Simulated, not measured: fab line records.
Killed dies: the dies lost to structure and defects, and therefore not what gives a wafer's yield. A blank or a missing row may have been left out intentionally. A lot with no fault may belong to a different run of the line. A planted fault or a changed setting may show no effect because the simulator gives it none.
Which tool was responsible? ; flow nand_harc ; 39 wafers from 13 lots sampled at 6 of the route's 1302 steps

== WHAT THE GAUGES READ, wafer by wafer ==
NHARC_P_M2_CD_MEAS_16.
lot;measured;on;cd_nm (nm)
L657;day 6 19:01;cd_sem-03;169.0 169.5 167.9
L658;day 7 03:38;cd_sem-01;169.9 168.7 171.5
L660;day 8 03:46;cd_sem-02;168.7 170.0 169.2
L659;day 8 04:29;cd_sem-03;169.4 171.5 169.7
L661;day 8 19:41;cd_sem-03;167.1 170.1 167.9
L668;day 11 04:57;cd_sem-01;166.9 168.9 167.9
L669;day 11 15:04;cd_sem-02;171.2 169.4 170.2
L670;day 12 15:48;cd_sem-01;170.5 171.4 171.4
L671;day 12 20:37;cd_sem-03;169.9 171.3 169.0
L672;day 12 23:16;cd_sem-01;169.3 169.0 171.1
L673;day 13 19:08;cd_sem-01;168.6 169.2 167.8
L676;day 15 02:28;cd_sem-03;169.6 168.0 169.4
L677;day 15 02:43;cd_sem-03;169.1 169.4 168.1

NHARC_P_M2_THK_MEAS_24: measures by xrf.
lot;measured;on;thk_nm (nm)
L657;day 6 21:07;film_metro-02;144.1 145.4 143.7
L658;day 7 05:44;film_metro-01;145.6 144.6 144.3
L660;day 8 06:20;film_metro-02;139.8 145.5 143.3
L659;day 8 06:40;film_metro-02;32.0 28.7 29.2 30.9 30.4 28.9
L661;day 8 21:47;film_metro-02;30.6 29.5 29.9 28.8 29.9 30.0
L668;day 11 07:20;film_metro-01;144.9 146.4 144.8
L669;day 11 17:11;film_metro-01;142.5 145.2 145.4
L670;day 12 17:55;film_metro-02;143.2 144.7 145.5
L671;day 12 22:53;film_metro-02;143.6 146.9 143.4
L672;day 13 01:23;film_metro-01;144.0 144.2 144.5
L673;day 13 21:14;film_metro-01;142.8 143.9 144.9
L676;day 15 04:38;film_metro-02;144.7 147.4 146.4
L677;day 15 04:56;film_metro-01;143.9 143.8 143.9

NHARC_P_BONDPAD_THK_MEAS_33: measures by ellipsometry.
lot;measured;on;thk_nm (nm)
L657;day 6 23:21;film_metro-02;199.5 199.0 198.0
L658;day 7 07:05;film_metro-02;200.8 197.9 201.9
L660;day 8 07:43;film_metro-01;202.8 200.2 200.0
L668;day 11 08:42;film_metro-01;199.9 200.7 201.9
L669;day 11 18:34;film_metro-01;198.7 199.0 198.3
L670;day 12 19:18;film_metro-02;203.9 204.5 205.3
L671;day 13 00:16;film_metro-01;198.6 200.6 197.9
L672;day 13 02:54;film_metro-02;199.0 199.0 198.9
L673;day 13 22:37;film_metro-01;199.0 200.5 199.2
L676;day 15 05:59;film_metro-02;200.5 199.2 198.9
L677;day 15 06:30;film_metro-02;197.9 198.9 202.1

== WHAT TOOL EACH LOT RAN ON (gives the tool, then ch and the chambers of the sampled wafers, and finally the start) ==
lot;NHARC_P_M2_DEGAS_29;NHARC_P_M2_ECD_22;NHARC_P_M2_CMP_23
L657;pvd_sputter-01, day 6 19:43;ecd_cu-01 ch 0,1, day 6 20:08;cmp-02 ch 1,3, day 6 20:49
L658;pvd_sputter-03, day 7 04:20;ecd_cu-02 ch 0,1, day 7 04:42;cmp-02 ch 0,2,3, day 7 05:30
L660;pvd_sputter-02, day 8 04:57;ecd_cu-02 ch 0,1, day 8 05:22;cmp-04 ch 1,2,3, day 8 06:04
L659;pvd_sputter-01, day 8 05:13;ecd_cu-02 ch 0,1, day 8 05:37;cmp-03 ch 0,3, day 8 06:23
L661;pvd_sputter-02, day 8 20:23;ecd_cu-01 ch 0,1, day 8 20:48;cmp-04 ch 0,2, day 8 21:30
L668;pvd_sputter-03, day 11 05:40;ecd_cu-01 ch 0,1, day 11 06:16;cmp-02 ch 1,2, day 11 07:02
L669;pvd_sputter-03, day 11 15:47;ecd_cu-01 ch 0,1, day 11 16:08;cmp-04 ch 0,1,3, day 11 16:52
L670;pvd_sputter-02, day 12 16:31;ecd_cu-02 ch 0,1, day 12 16:53;cmp-04 ch 0,2,3, day 12 17:38
L671;pvd_sputter-01, day 12 21:22;ecd_cu-02 ch 0,1, day 12 21:52;cmp-03 ch 0,1,3, day 12 22:35
L672;pvd_sputter-01, day 12 23:59;ecd_cu-01 ch 0,1, day 13 00:20;cmp-02 ch 0,1,2, day 13 01:04
L673;pvd_sputter-03, day 13 19:50;ecd_cu-01 ch 0,1, day 13 20:13;cmp-02 ch 2,3, day 13 20:55
L676;pvd_sputter-02, day 15 03:14;ecd_cu-02 ch 0, day 15 03:39;cmp-04 ch 0,2, day 15 04:19
L677;pvd_sputter-03, day 15 03:26;ecd_cu-02 ch 0,1, day 15 03:54;cmp-03 ch 0,1,2, day 15 04:39
- NHARC_P_M2_DEGAS_29: time 60 s.
- NHARC_P_M2_ECD_22: material Cu, target thk 400 nm.
- NHARC_P_M2_CMP_23: polishes, t overpolish 20 s, target thk 144.3 nm.

== WHAT THE TOOLS THEMSELVES READ (means of the sampled wafers that have a number; where no wafer has one, the mark that the record gives instead) ==
NHARC_P_M2_DEGAS_29.
lot;tool;heater_power_w (W)
L657;pvd_sputter-01;334
L658;pvd_sputter-03;329
L660;pvd_sputter-02;314
L659;pvd_sputter-01;341
L661;pvd_sputter-02;303
L668;pvd_sputter-03;320
L669;pvd_sputter-03;330
L670;pvd_sputter-02;294
L671;pvd_sputter-01;315
L672;pvd_sputter-01;339
L673;pvd_sputter-03;323
L676;pvd_sputter-02;303
L677;pvd_sputter-03;327

NHARC_P_M2_ECD_22.
lot;tool;bath_heat_duty_pct (%);bath_temp_c (C)
L657;ecd_cu-01;7.3;25.02
L658;ecd_cu-02;6.5;24.95
L660;ecd_cu-02;5.7;24.98
L659;ecd_cu-02;-;-
L661;ecd_cu-01;-;-
L668;ecd_cu-01;6.9;24.97
L669;ecd_cu-01;6.7;25.05
L670;ecd_cu-02;6.3;25.09
L671;ecd_cu-02;5.7;24.97
L672;ecd_cu-01;7.0;24.98
L673;ecd_cu-01;7.2;24.93
L676;ecd_cu-02;6.5;25.00
L677;ecd_cu-02;5.8;25.07

NHARC_P_M2_CMP_23.
lot;tool;motor_current_A (A);slurry_flow_ml_min;time_to_endpoint_s (s)
L657;cmp-02;11.8;150.2;27
L658;cmp-02;10.5;149.8;29
L660;cmp-04;11.7;150.4;27
L659;cmp-03;13.3;150.3;1
L661;cmp-04;12.5;150.2;1
L668;cmp-02;13.3;149.8;30
L669;cmp-04;11.8;149.8;32
L670;cmp-04;11.9;150.0;32
L671;cmp-03;12.2;150.3;28
L672;cmp-02;11.7;150.3;32
L673;cmp-02;11.5;150.2;28
L676;cmp-04;12.2;150.1;30
L677;cmp-03;11.5;149.8;31

== THE ANSWER, worked out from the rows above alone ==
Rule: what is usual is taken from the lots themselves. The widest of any qualifying gaps counts: lots, ordered by their means at a reading, are off when they make up no more than a third of the lots, leave a main group of 4 or more, and stand apart from it by 3 or more times the standard deviation of that group's means. If all means in a main group match to the digits the tables above print for the reading, that group is not used. Also off: a lot with no number at a reading for which 4 or more lots have one. All remaining lots with rows at the step are treated as sound. After the gauges, taken in route order, come the tools' own readings; for these a lot's mean is taken, as printed above. The first step at which some lot is off is used, and at that step the reading that is off furthest; a lot without a number counts as furthest.
Off: L659, L661 (NHARC_P_M2_THK_MEAS_24, thk_nm). Main group: mean 144.5 nm, sd 0.81.
If a tool, at a process step before that reading, ran all the lots that are off and no sound lot after the first of them, it fits. The gauges at NHARC_P_M2_THK_MEAS_24 aren't tried: what is off there is off at NHARC_P_M2_ECD_22 too, on other tools, and a gauge's error can't cause that. Of those tried, none fits.

== WHAT THE SIMULATOR PUT IN ==
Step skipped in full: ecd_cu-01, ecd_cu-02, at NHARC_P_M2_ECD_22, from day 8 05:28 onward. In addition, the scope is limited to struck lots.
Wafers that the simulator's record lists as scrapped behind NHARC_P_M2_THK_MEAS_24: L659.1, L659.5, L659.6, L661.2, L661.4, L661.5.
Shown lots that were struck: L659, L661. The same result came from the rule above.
